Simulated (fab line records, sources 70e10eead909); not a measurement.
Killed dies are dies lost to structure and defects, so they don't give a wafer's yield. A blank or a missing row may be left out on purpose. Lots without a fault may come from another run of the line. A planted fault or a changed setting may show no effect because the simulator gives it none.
fab line records | flow nand_harc
record lots=7 wafers=21 last_day=32
route steps=1302 shown A_CONTACT@1043 END@1302
lots that met no fault: from a run of the same line without faults
start_h: hours from the record's first day to the start of the lot's first wafer shown | wait_h: hours since the lot's step before | " the same as in the row above | L1.1+2: a row that stands for several wafers | - no value, or no start given | * or withheld: withheld | < > ~ a bound
route shown NAME@n: a module of which the file shows steps, and the number in the route of the first | usual: mean/standard deviation of fault-free wafers | same: alike in all rows | chamber/n: place in a boat | sites: the reading at each site | _std_site: their standard deviation | _edge_site: outer sites' mean less inner sites' | radius_mm: how far each site lies from the wafer's centre | mask NAME#n: copy n | behind: the tool/chamber that last shaped the wafer | hold: why the lot was held/for how many hours/how that ended | device: the transistor (n, p or np) that didn't switch | end of line: the same wafers' tests at the end of the route | a step without rows: its recipe alone | killed: dies lost to structure and defects at the first sort, not the wafer's yield | map: a wafer's dies, x killed, . not, _ none there
set.NAME: the setting as run; set.NAME@STEP: as run at that earlier step | model.NAME: the simulator's own value behind a step, which no gauge read
lots at some steps of the route; a table a step, a row a wafer
services: from which hour (start_h, from the record's first day; less than 0 if before it) a tool's chamber was out of use, for how many hours, and why
## steps
# step NHARC_A_CONTACT_ETCH_75
# recipe target_depth_a=390 over_etch_frac=0.3 time_s=65 ion_energy_ev=80 cf4_flow_sccm=150 ar_flow_sccm=0 rf_w=300 bias_w=100 chemistry=CF4
# step NHARC_A_CONTACT_ETCH_76
# recipe target_depth_a=2600 over_etch_frac=0.3 time_s=475.3 ion_energy_ev=200 n2_flow_sccm=150 h2_flow_sccm=150 ar_flow_sccm=0 rf_w=400 bias_w=150 chemistry=N2/H2
# usual bias_w=150.0/0.46 chamber_pressure_mTorr=30.002/0.026 drypump_motor_current_A=5.8/0.44 n2_flow_sccm=150.0/0.47 oes_product_au=0.991/0.01 rf_vpp_V=430/3 showerhead_plenum_p_Torr=2.04/0.11 throttle_valve_pct=14.172/0.0088
# same time_s=475.3
# columns lot.wafer tool chamber start_h wait_h bias_w chamber_pressure_mTorr drypump_motor_current_A n2_flow_sccm oes_product_au rf_hours_counter_h rf_vpp_V showerhead_plenum_p_Torr throttle_valve_pct
L662.2 rie_diel-05 2 - - 149.9 29.959 5.8 149.7 0.990 25 430 1.98 14.170
L662.1 " 3 " " 151.0 30.017 5.7 149.9 1.003 24 431 2.08 14.175
L662.6 " 1 " " 150.2 30.020 6.2 150.4 0.997 - 432 2.14 14.175
L665.2 rie_diel-12 3 - - 149.8 29.956 5.7 149.5 0.989 47 431 2.08 14.191
L665.1 " 1 " " 150.3 29.999 6.5 150.1 1.012 43 430 1.99 14.179
L665.5 " 2 " " 149.6 30.048 5.1 149.5 1.007 - 435 2.20 14.158
L673.4 rie_diel-05 0 - - 149.8 29.986 6.0 150.8 0.978 9 426 1.88 14.199
L673.1 " 2 " " 149.4 30.012 5.8 150.2 0.994 7 429 1.98 14.179
L673.6 " 3 " " 149.7 30.017 5.7 149.6 0.980 - 432 2.07 14.172
L676.4 rie_diel-05 3 - - 149.4 29.976 5.7 150.7 0.980 15 432 2.07 14.176
L676.2 " 1 " " 149.9 30.002 6.2 149.9 0.990 15 432 2.13 14.173
L676.6 " 2 " " 150.6 29.978 5.8 149.9 0.991 - 430 1.98 14.157
L678.2 rie_diel-05 1 - - 149.4 30.014 6.2 150.3 0.980 19 433 2.13 14.169
L678.1 " 3 " " 149.0 29.990 5.7 149.8 0.981 17 430 2.07 14.174
L678.6 " 1 " " 149.8 30.011 6.2 150.7 0.985 - 432 2.13 14.170
L681.4 rie_diel-12 1 - - 150.2 29.984 6.5 150.7 0.984 19 429 1.98 14.176
L681.2 " 2 " " 149.5 30.013 5.1 150.0 0.990 22 436 2.19 14.181
L681.5 " 1 " " 150.4 29.991 6.5 149.8 0.990 - 429 1.98 14.173
L679.1 rie_diel-05 2 - - 149.4 30.044 5.8 149.7 0.996 18 429 1.97 14.167
L679.5 " 3 " " 149.4 30.007 5.7 149.5 0.985 - 431 2.07 14.177
L679.6 " 0 " " 150.6 30.056 6.0 149.3 0.983 - 426 1.88 14.185
# step NHARC_A_CONTACT_ETCH_77
# recipe target_depth_a=1089 time_s=54.5 cf4_flow_sccm=100 chf3_flow_sccm=30 ar_flow_sccm=0 rf_w=500 bias_w=200 chemistry=CF4/CHF3
# step NHARC_A_CONTACT_ETCH_78
# recipe target_depth_a=53000 over_etch_frac=0.3 time_s=1378 ion_energy_ev=150 o2_flow_sccm=400 cos_flow_sccm=20 ar_flow_sccm=0 rf_w=500 bias_w=300 chemistry=O2/COS
# usual bias_w=299.9/0.84 chamber_pressure_mTorr=20.001/0.02 drypump_motor_current_A=5.8/0.46 oes_product_au=0.995/0.012 rf_vpp_V=314.1/2.2 showerhead_plenum_p_Torr=3.13/0.15 throttle_valve_pct=28.329/0.0091
# same time_s=1378
# columns lot.wafer tool chamber start_h wait_h bias_w chamber_pressure_mTorr drypump_motor_current_A oes_product_au rf_hours_counter_h rf_vpp_V showerhead_plenum_p_Torr throttle_valve_pct
L662.1 rie_diel-05 1 - - 301.0 19.996 6.2 1.003 23 315.6 3.26 28.330
L662.2 " 3 " " 300.2 19.959 5.8 0.995 25 314.1 3.18 28.345
L662.6 " 0 " " 300.1 20.023 6.0 1.011 - 311.1 2.90 28.321
L665.1 rie_diel-12 3 - - 300.2 20.000 5.7 0.995 48 315.4 3.18 28.332
L665.2 " 1 " " 298.2 20.036 6.5 1.016 44 312.4 3.06 28.341
L665.5 " 2 " " 299.2 19.985 5.1 1.017 - 318.0 3.35 28.344
L673.4 rie_diel-05 2 - - 300.6 19.990 5.8 0.985 7 313.0 3.04 28.330
L673.1 " 1 " " 299.8 20.006 6.2 0.981 9 315.5 3.25 28.340
L673.6 " 2 " " 300.5 19.960 5.9 0.986 - 313.1 3.04 28.323
L676.2 rie_diel-05 1 - - 300.7 19.971 6.2 0.980 15 314.5 3.24 28.327
L676.4 " 2 " " 299.7 19.989 5.8 0.981 13 313.0 3.03 28.338
L676.6 " 0 " " 299.5 20.007 6.0 0.981 - 310.0 2.89 28.334
L678.2 rie_diel-05 3 - - 299.7 20.044 5.8 0.981 17 316.8 3.17 28.358
L678.1 " 0 " " 299.4 19.997 6.0 0.983 19 312.4 2.89 28.333
L678.6 " 0 " " 298.4 19.981 6.0 0.980 - 310.6 2.89 28.336
L681.4 rie_diel-12 3 - - 299.9 19.990 5.7 0.991 19 314.5 3.17 28.312
L681.2 " 0 " " 301.5 19.959 4.9 0.996 18 317.7 3.36 28.327
L681.5 " 3 " " 299.6 19.974 5.8 0.991 - 314.9 3.17 28.336
L679.1 rie_diel-05 2 - - 298.8 19.957 5.9 0.999 19 313.2 3.03 28.313
L679.5 " 0 " " 300.3 20.006 6.0 0.971 - 308.9 2.89 28.333
L679.6 " 1 " " 298.2 19.956 6.2 0.989 - 315.7 3.24 28.331
# step NHARC_A_CONTACT_ETCH_124
# recipe source_w=withheld pressure_mtorr=20 bias_v=withheld time_s=140 target_depth_a=7000 ar_flow_sccm=withheld c4f8_flow_sccm=withheld o2_flow_sccm=withheld chemistry=C4F8/O2/Ar
# step NHARC_A_CONTACT_ETCH_125
# recipe source_w=withheld pressure_mtorr=20 bias_v=3000 time_s=197 target_depth_a=19180 ar_flow_sccm=withheld c4f8_flow_sccm=withheld o2_flow_sccm=withheld chemistry=C4F8/O2/Ar
# usual chamber_pressure_mTorr=20.000/0.019 oes_air_line_au=0.998/0.02
# same time_s=197
# columns lot.wafer tool chamber start_h wait_h chamber_pressure_mTorr oes_air_line_au rf_hours_counter_h
L662.2 har_cap_etch-02 1 545.68 0.2 20.002 0.980 92
L662.1 " 0 " " 20.036 1.017 92
L662.6 " 1 " " 20.009 0.988 -
L665.1 har_cap_etch-02 1 591.73 0.2 19.982 0.997 102
L665.2 " 0 " " 19.993 1.006 102
L665.5 " 0 " " 20.005 1.007 -
L673.1 har_cap_etch-02 1 655.90 0.2 19.994 1.046 113
L673.4 " 0 " " 20.011 1.003 -
L673.6 " 1 " " 19.981 1.019 -
L676.2 har_cap_etch-01 1 675.99 0.2 19.991 0.964 30
L676.4 " 1 " " 20.020 0.993 -
L676.6 " 0 " " 19.984 1.025 -
L678.2 har_cap_etch-03 1 697.32 0.2 19.996 1.008 78
L678.1 " 0 " " 19.977 0.989 78
L678.6 " 0 " " 20.005 1.003 -
L681.2 har_cap_etch-02 1 704.94 0.2 19.984 1.005 125
L681.4 " 0 " " 20.009 0.997 -
L681.5 " 0 " " 19.990 0.993 -
L679.1 har_cap_etch-03 0 705.29 0.2 20.009 0.960 79
L679.6 " 1 " " 19.992 0.984 -
L679.5 " 0 " " 19.997 0.981 -
# step NHARC_A_CONTACT_ETCH_126
# recipe source_w=withheld pressure_mtorr=20 bias_v=3000 time_s=197 target_depth_a=19180 ar_flow_sccm=withheld c4f8_flow_sccm=withheld o2_flow_sccm=withheld chemistry=C4F8/O2/Ar
# step NHARC_A_CONTACT_ETCH_127
# recipe source_w=withheld pressure_mtorr=20 bias_v=3000 time_s=197 target_depth_a=19180 ar_flow_sccm=withheld c4f8_flow_sccm=withheld o2_flow_sccm=withheld chemistry=C4F8/O2/Ar
# usual chamber_pressure_mTorr=20.001/0.019 oes_air_line_au=0.999/0.021
# same time_s=197
# columns lot.wafer tool chamber start_h wait_h chamber_pressure_mTorr oes_air_line_au rf_hours_counter_h
L662.2 har_cap_etch-02 1 546.15 0.2 20.035 0.996 92
L662.1 " 0 " " 19.992 0.999 92
L662.6 " 1 " " 19.994 0.989 -
L665.1 har_cap_etch-02 1 592.08 0.1 19.997 0.944 102
L665.2 " 0 " " 19.983 1.001 102
L665.5 " 0 " " 20.018 0.972 -
L673.1 har_cap_etch-02 1 656.38 0.2 19.999 0.974 113
L673.4 " 0 " " 20.015 1.010 -
L673.6 " 1 " " 19.983 0.982 -
L676.2 har_cap_etch-01 1 676.34 0.1 20.036 1.020 30
L676.4 " 1 " " 19.989 1.065 -
L676.6 " 0 " " 20.007 0.971 -
L678.2 har_cap_etch-03 1 697.80 0.2 20.041 0.991 78
L678.1 " 0 " " 19.984 0.992 78
L678.6 " 0 " " 20.011 1.001 -
L681.2 har_cap_etch-02 1 705.30 0.1 20.016 0.992 126
L681.4 " 0 " " 19.979 1.021 -
L681.5 " 0 " " 19.997 1.000 -
L679.1 har_cap_etch-03 0 705.64 0.1 19.995 0.989 80
L679.6 " 1 " " 20.005 1.002 -
L679.5 " 0 " " 20.014 1.010 -
# step NHARC_A_CONTACT_ETCH_128
# recipe source_w=withheld pressure_mtorr=20 bias_v=3000 time_s=197 target_depth_a=19180 ar_flow_sccm=withheld c4f8_flow_sccm=withheld o2_flow_sccm=withheld chemistry=C4F8/O2/Ar
# step NHARC_A_CONTACT_ETCH_129
# recipe source_w=withheld pressure_mtorr=20 bias_v=3000 time_s=197 target_depth_a=19180 ar_flow_sccm=withheld c4f8_flow_sccm=withheld o2_flow_sccm=withheld chemistry=C4F8/O2/Ar
# usual chamber_pressure_mTorr=20.000/0.018 oes_air_line_au=1.000/0.022
# same time_s=197
# columns lot.wafer tool chamber start_h wait_h chamber_pressure_mTorr oes_air_line_au rf_hours_counter_h
L662.2 har_cap_etch-02 1 546.62 0.2 20.013 1.017 93
L662.1 " 0 " " 20.018 0.986 93
L662.6 " 1 " " 19.999 1.043 -
L665.1 har_cap_etch-02 1 592.44 0.1 20.004 1.003 102
L665.2 " 0 " " 20.021 0.948 102
L665.5 " 0 " " 20.005 0.978 -
L673.1 har_cap_etch-02 1 656.85 0.2 20.024 0.998 113
L673.4 " 0 " " 20.055 0.979 -
L673.6 " 1 " " 19.983 1.014 -
L676.2 har_cap_etch-01 1 676.69 0.1 19.990 1.003 30
L676.4 " 1 " " 20.042 1.013 -
L676.6 " 0 " " 20.004 1.053 -
L678.2 har_cap_etch-03 1 698.27 0.2 20.000 1.002 78
L678.1 " 0 " " 20.021 1.016 78
L678.6 " 0 " " 20.019 1.005 -
L681.2 har_cap_etch-02 1 705.65 0.1 19.995 0.975 126
L681.4 " 0 " " 19.979 0.994 -
L681.5 " 0 " " 20.006 1.014 -
L679.1 har_cap_etch-03 0 706.00 0.1 19.988 0.950 80
L679.6 " 1 " " 20.010 0.996 -
L679.5 " 0 " " 20.008 0.988 -
# step NHARC_A_CONTACT_ETCH_130
# recipe source_w=withheld pressure_mtorr=20 bias_v=3000 time_s=197 target_depth_a=19180 ar_flow_sccm=withheld c4f8_flow_sccm=withheld o2_flow_sccm=withheld chemistry=C4F8/O2/Ar
# step NHARC_A_CONTACT_ETCH_131
# recipe source_w=withheld pressure_mtorr=20 bias_v=3000 time_s=197 target_depth_a=19180 ar_flow_sccm=withheld c4f8_flow_sccm=withheld o2_flow_sccm=withheld chemistry=C4F8/O2/Ar
# step NHARC_A_CONTACT_ETCH_132
# recipe source_w=withheld pressure_mtorr=20 bias_v=3000 time_s=197 target_depth_a=19240 ar_flow_sccm=withheld c4f8_flow_sccm=withheld o2_flow_sccm=withheld chemistry=C4F8/O2/Ar
# usual chamber_pressure_mTorr=20.001/0.018 oes_air_line_au=0.999/0.022 time_s=197/0
# columns lot.wafer tool chamber start_h wait_h chamber_pressure_mTorr oes_air_line_au rf_hours_counter_h time_s
L662.2 har_cap_etch-02 1 547.33 0.2 19.996 0.981 93 197
L662.1 " 0 " " 20.015 1.016 93 197
L662.6 " 1 " " 20.008 1.011 - 197
L665.1 har_cap_etch-02 1 592.97 0.1 20.006 0.957 103 197
L665.2 " 0 " " 19.997 1.016 103 197
L665.5 " 0 " " 19.990 1.014 - 197
L673.1 har_cap_etch-02 1 657.55 0.2 20.003 0.967 114 197
L673.4 " 0 " " 20.024 1.022 - 197
L673.6 " 1 " " 20.036 1.000 - 197
L676.2 har_cap_etch-01 1 677.22 0.1 20.005 0.976 31 197
L676.4 " 1 " " 19.988 0.964 - 197
L676.6 " 0 " " 19.993 0.995 - 197
L678.2 har_cap_etch-03 1 698.97 0.2 - - - -
L678.1 " 0 " " - - - -
L678.6 " 0 " " - - - -
L681.2 har_cap_etch-02 1 706.18 0.1 - - - -
L681.4 " 0 " " - - - -
L681.5 " 0 " " - - - -
L679.1 har_cap_etch-03 0 706.53 0.1 - - - -
L679.6 " 1 " " - - - -
L679.5 " 0 " " - - - -
# step NHARC_A_CONTACT_ETCH_133
# recipe source_w=withheld pressure_mtorr=20 bias_v=400 time_s=374 target_depth_a=16100 ar_flow_sccm=withheld c4f8_flow_sccm=11.5 o2_flow_sccm=7.2 chemistry=C4F8/O2/Ar
# step NHARC_END_SORT_01
# recipe temp_c=25
# usual killed_at_array=53/18 killed_at_other=1.0/1.2 killed_at_periphery=3.6/2.4 killed_dies=58/18 killed_open=3.4/1.8 killed_short=2.3/1.5
# same gross_dies=677
# columns lot.wafer tool chamber start_h wait_h killed_at_array killed_at_other killed_at_periphery killed_dies killed_open killed_short
L662.1 prober-01 0 611.94 2.5 31 1 4 36 3 4
L662.2 prober-01 0 612.74 2.8 32 1 2 35 2 3
L662.6 prober-01 0 615.93 4.0 29 0 3 32 3 0
L676.2 prober-02 0 733.79 2.8 43 2 1 46 4 2
L676.4 prober-02 0 735.39 3.4 28 2 1 31 1 1
L676.6 prober-02 0 736.99 4.0 34 1 2 37 0 3
L678.1 prober-01 0 763.73 2.5 673 0 4 677 1 3
L678.2 prober-01 0 764.52 2.8 672 2 3 677 0 4
L678.6 prober-01 0 767.66 3.9 670 3 4 677 3 4
L679.1 prober-02 0 765.01 2.5 676 0 1 677 0 2
L679.5 prober-02 0 768.17 3.7 675 0 2 677 4 1
L679.6 prober-02 0 768.96 4.0 672 0 5 677 4 2
L681.2 prober-01 0 772.28 2.8 674 0 3 677 4 1
L681.4 prober-01 0 773.90 3.4 671 2 4 677 5 5
L681.5 prober-01 0 774.71 3.8 675 1 1 677 1 2
# killed by level:class
L662.1 A_SLIT:chamber_film_flake=16 A_CHANNEL_HOLE_D2:chamber_film_flake=5 P_GATE:chamber_film_flake=4 A_CHANNEL_FILL_D2:geometric_particle:short=2 A_STAIRCASE:chamber_film_flake=2 A_CONTACT:chamber_film_flake=2 A_ONON_D1:geometric_particle:open=1 A_WL_FILL:geometric_particle:short=1
L662.2 A_SLIT:chamber_film_flake=16 A_CHANNEL_HOLE_D1:chamber_film_flake=4 A_CHANNEL_HOLE_D2:chamber_film_flake=3 A_CHANNEL_FILL_D2:geometric_particle:short=2 A_STAIRCASE:chamber_film_flake=2 A_WL_FILL:chamber_film_flake=2 P_M0:geometric_particle:open=1 A_DECK1_JOINT:geometric_particle:open=1
L662.6 A_SLIT:chamber_film_flake=13 A_CHANNEL_HOLE_D1:chamber_film_flake=4 A_STAIRCASE:chamber_film_flake=4 P_GATE:chamber_film_flake=2 A_CHANNEL_FILL_D2:chamber_film_flake=2 P_CONTACT:geometric_particle:open=1 A_ONON_D1:geometric_particle:open=1 A_CHANNEL_FILL_D1:geometric_particle:open=1
L676.2 A_CHANNEL_HOLE_D2:chamber_film_flake=18 A_CHANNEL_HOLE_D1:chamber_film_flake=8 A_STAIRCASE:chamber_film_flake=4 A_DECK1_JOINT:chamber_film_flake=3 A_SLIT:chamber_film_flake=2 A_CONTACT:chamber_film_flake=2 THIN_TSV:chamber_film_flake=2 A_ONON_D1:geometric_particle:open=1
L676.4 A_CHANNEL_HOLE_D2:chamber_film_flake=9 A_CHANNEL_HOLE_D1:chamber_film_flake=9 A_SLIT:chamber_film_flake=3 A_CONTACT:chamber_film_flake=3 THIN_TSV:chamber_film_flake=2 P_CONTACT:geometric_particle:short=1 A_ONON_D2:geometric_particle:open=1 A_CHANNEL_FILL_D1:chamber_film_flake=1
L676.6 A_CHANNEL_HOLE_D2:chamber_film_flake=16 A_CHANNEL_HOLE_D1:chamber_film_flake=5 A_SLIT:chamber_film_flake=5 A_DECK1_JOINT:chamber_film_flake=2 P_M2:geometric_particle:short=1 A_CHANNEL_HOLE_D2:geometric_particle:short=1 A_WL_FILL:geometric_particle:short=1 P_BONDPAD:chamber_film_flake=1
L678.1 A_CONTACT:area_etch=633 A_SLIT:chamber_film_flake=15 A_CHANNEL_HOLE_D2:chamber_film_flake=11 A_CHANNEL_HOLE_D1:chamber_film_flake=8 A_CONTACT:chamber_film_flake=3 P_GATE:geometric_particle:short=2 A_CHANNEL_FILL_D1:geometric_particle:short=1 A_BLC:geometric_particle:open=1
L678.2 A_CONTACT:area_etch=629 A_SLIT:chamber_film_flake=13 A_CHANNEL_HOLE_D2:chamber_film_flake=10 A_CHANNEL_HOLE_D1:chamber_film_flake=8 A_STAIRCASE:chamber_film_flake=6 A_CONTACT:chamber_film_flake=3 A_M0:geometric_particle:short=2 THIN_TSV:chamber_film_flake=2
L679.1 A_CONTACT:area_etch=631 A_CHANNEL_HOLE_D2:chamber_film_flake=19 A_CHANNEL_HOLE_D1:chamber_film_flake=10 A_SLIT:chamber_film_flake=5 A_CONTACT:chamber_film_flake=5 A_ZERO_WELL:chamber_film_flake=2 A_BLC:chamber_film_flake=2 A_CHANNEL_FILL_D2:geometric_particle:short=1
L678.6 A_CONTACT:area_etch=627 A_SLIT:chamber_film_flake=14 A_CHANNEL_HOLE_D2:chamber_film_flake=10 A_CHANNEL_HOLE_D1:chamber_film_flake=8 A_CONTACT:chamber_film_flake=6 STARTING-WAFER:geometric_particle:short=2 P_ZERO_WELL:chamber_film_flake=2 P_M0:geometric_particle:open=1
L679.5 A_CONTACT:area_etch=634 A_CHANNEL_HOLE_D2:chamber_film_flake=14 A_CHANNEL_HOLE_D1:chamber_film_flake=9 A_BLC:chamber_film_flake=5 A_CONTACT:chamber_film_flake=4 A_STAIRCASE:chamber_film_flake=2 A_SLIT:chamber_film_flake=2 P_M0:geometric_particle:open=1
L679.6 A_CONTACT:area_etch=635 A_CHANNEL_HOLE_D2:chamber_film_flake=14 A_CONTACT:chamber_film_flake=8 A_CHANNEL_HOLE_D1:chamber_film_flake=5 A_SLIT:chamber_film_flake=5 P_GATE:chamber_film_flake=3 P_M0:geometric_particle:open=1 P_M0:geometric_particle:short=1
L681.2 A_CONTACT:area_etch=623 A_SLIT:chamber_film_flake=21 A_CHANNEL_HOLE_D2:chamber_film_flake=16 A_STAIRCASE:chamber_film_flake=4 A_CONTACT:chamber_film_flake=3 P_M1:geometric_particle:open=1 A_CHANNEL_HOLE_D2:geometric_particle:open=1 A_CHANNEL_FILL_D2:geometric_particle:open=1
L681.4 A_CONTACT:area_etch=621 A_SLIT:chamber_film_flake=16 A_CHANNEL_HOLE_D2:chamber_film_flake=14 A_WL_FILL:chamber_film_flake=5 A_CONTACT:chamber_film_flake=5 A_WL_FILL:geometric_particle:short=3 P_M1:geometric_particle:open=2 A_STAIRCASE:chamber_film_flake=2
L681.5 A_CONTACT:area_etch=638 A_SLIT:chamber_film_flake=19 A_CHANNEL_HOLE_D2:chamber_film_flake=6 A_CONTACT:chamber_film_flake=6 A_WL_FILL:geometric_particle:short=2 A_BLC:geometric_particle:open=1 P_ZERO_WELL:chamber_film_flake=1 A_CHANNEL_HOLE_D1:chamber_film_flake=1
# map L678.1 (x killed, . not)
____________x____________
_________xxxxxxx_________
_______xxxxxxxxxxx_______
______xxxxxxxxxxxxx______
_____xxxxxxxxxxxxxxx_____
____xxxxxxxxxxxxxxxxx____
____xxxxxxxxxxxxxxxxx____
___xxxxxxxxxxxxxxxxxxx___
___xxxxxxxxxxxxxxxxxxx___
__xxxxxxxxxxxxxxxxxxxxx__
__xxxxxxxxxxxxxxxxxxxxx__
_xxxxxxxxxxxxxxxxxxxxxxx_
_xxxxxxxxxxxxxxxxxxxxxxx_
_xxxxxxxxxxxxxxxxxxxxxxx_
_xxxxxxxxxxxxxxxxxxxxxxx_
_xxxxxxxxxxxxxxxxxxxxxxx_
xxxxxxxxxxxxxxxxxxxxxxxxx
xxxxxxxxxxxxxxxxxxxxxxxxx
xxxxxxxxxxxxxxxxxxxxxxxxx
xxxxxxxxxxxxxxxxxxxxxxxxx
xxxxxxxxxxxxxxxxxxxxxxxxx
_xxxxxxxxxxxxxxxxxxxxxxx_
_xxxxxxxxxxxxxxxxxxxxxxx_
_xxxxxxxxxxxxxxxxxxxxxxx_
_xxxxxxxxxxxxxxxxxxxxxxx_
_xxxxxxxxxxxxxxxxxxxxxxx_
__xxxxxxxxxxxxxxxxxxxxx__
__xxxxxxxxxxxxxxxxxxxxx__
___xxxxxxxxxxxxxxxxxxx___
___xxxxxxxxxxxxxxxxxxx___
____xxxxxxxxxxxxxxxxx____
____xxxxxxxxxxxxxxxxx____
_____xxxxxxxxxxxxxxx_____
______xxxxxxxxxxxxx______
_______xxxxxxxxxxx_______
_________xxxxxxx_________
____________x____________
# map L679.1 (x killed, . not)
____________x____________
_________xxxxxxx_________
_______xxxxxxxxxxx_______
______xxxxxxxxxxxxx______
_____xxxxxxxxxxxxxxx_____
____xxxxxxxxxxxxxxxxx____
____xxxxxxxxxxxxxxxxx____
___xxxxxxxxxxxxxxxxxxx___
___xxxxxxxxxxxxxxxxxxx___
__xxxxxxxxxxxxxxxxxxxxx__
__xxxxxxxxxxxxxxxxxxxxx__
_xxxxxxxxxxxxxxxxxxxxxxx_
_xxxxxxxxxxxxxxxxxxxxxxx_
_xxxxxxxxxxxxxxxxxxxxxxx_
_xxxxxxxxxxxxxxxxxxxxxxx_
_xxxxxxxxxxxxxxxxxxxxxxx_
xxxxxxxxxxxxxxxxxxxxxxxxx
xxxxxxxxxxxxxxxxxxxxxxxxx
xxxxxxxxxxxxxxxxxxxxxxxxx
xxxxxxxxxxxxxxxxxxxxxxxxx
xxxxxxxxxxxxxxxxxxxxxxxxx
_xxxxxxxxxxxxxxxxxxxxxxx_
_xxxxxxxxxxxxxxxxxxxxxxx_
_xxxxxxxxxxxxxxxxxxxxxxx_
_xxxxxxxxxxxxxxxxxxxxxxx_
_xxxxxxxxxxxxxxxxxxxxxxx_
__xxxxxxxxxxxxxxxxxxxxx__
__xxxxxxxxxxxxxxxxxxxxx__
___xxxxxxxxxxxxxxxxxxx___
___xxxxxxxxxxxxxxxxxxx___
____xxxxxxxxxxxxxxxxx____
____xxxxxxxxxxxxxxxxx____
_____xxxxxxxxxxxxxxx_____
______xxxxxxxxxxxxx______
_______xxxxxxxxxxx_______
_________xxxxxxx_________
____________x____________
## services
# columns tool chamber start_h hours kind
rie_diel-05 0 538.13 - clean
rie_diel-05 1 538.13 - clean
rie_diel-05 2 538.13 - clean
rie_diel-05 3 538.13 - clean
rie_diel-05 0 562.63 - clean
rie_diel-05 1 562.63 - clean
rie_diel-05 2 562.63 - clean
rie_diel-05 3 562.63 - clean
rie_diel-05 - 583.60 9.0 pm
rie_diel-05 0 583.60 9.0 vent_cycle
rie_diel-05 1 583.60 9.0 vent_cycle
rie_diel-05 2 583.60 16.7 vent_cycle
rie_diel-05 3 583.60 9.0 vent_cycle
rie_diel-05 0 592.60 - clean
rie_diel-05 1 592.60 - clean
rie_diel-05 3 592.60 - clean
rie_diel-05 3 592.60 - consumable_replace:focus_ring
rie_diel-05 0 617.14 - clean
rie_diel-05 1 617.14 - clean
rie_diel-05 2 617.14 - clean
rie_diel-05 3 617.14 - clean
rie_diel-12 - 625.42 9.0 pm
rie_diel-05 0 641.64 - clean
rie_diel-12 1 689.66 4.9 repair
## key
first_sign step=NHARC_A_CONTACT_ETCH_132 reading=tool_record direction=missing
effect step=NHARC_END_SORT_01 reading=killed_at_array direction=up sigmas=35 usual=53 struck=673
more_kills_born_at NHARC_A_CONTACT_ETCH_132@har_cap_etch-03=3789 NHARC_A_CONTACT_ETCH_132@har_cap_etch-02=1882
met_at NHARC_A_CONTACT_ETCH_132
struck_wafers L678.1,L678.2,L678.6,L679.1,L679.5,L679.6,L681.2,L681.4,L681.5
later_rows_left_out L678.1,L678.2,L678.6,L679.1,L679.5,L679.6,L681.2,L681.4,L681.5
tester_left_out L678,L679,L681
onset_between 657.55 698.97
fault kind=skipped_step_whole tool=har_cap_etch-02,har_cap_etch-03 chamber=- onset_h=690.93 steps=NHARC_A_CONTACT_ETCH_132 scope=struck_lots_only
# tester_left_out: of these lots the tester's yield and bins aren't shown, on N5 and GAA mostly nor the transistor test; their killed dies are dies lost to structure and defects alone, not to doping, threshold or leakage, so they don't give the yield
# later_rows_left_out: the simulator's readings of these wafers behind a module that went badly wrong aren't trusted and aren't shown, but for the sort
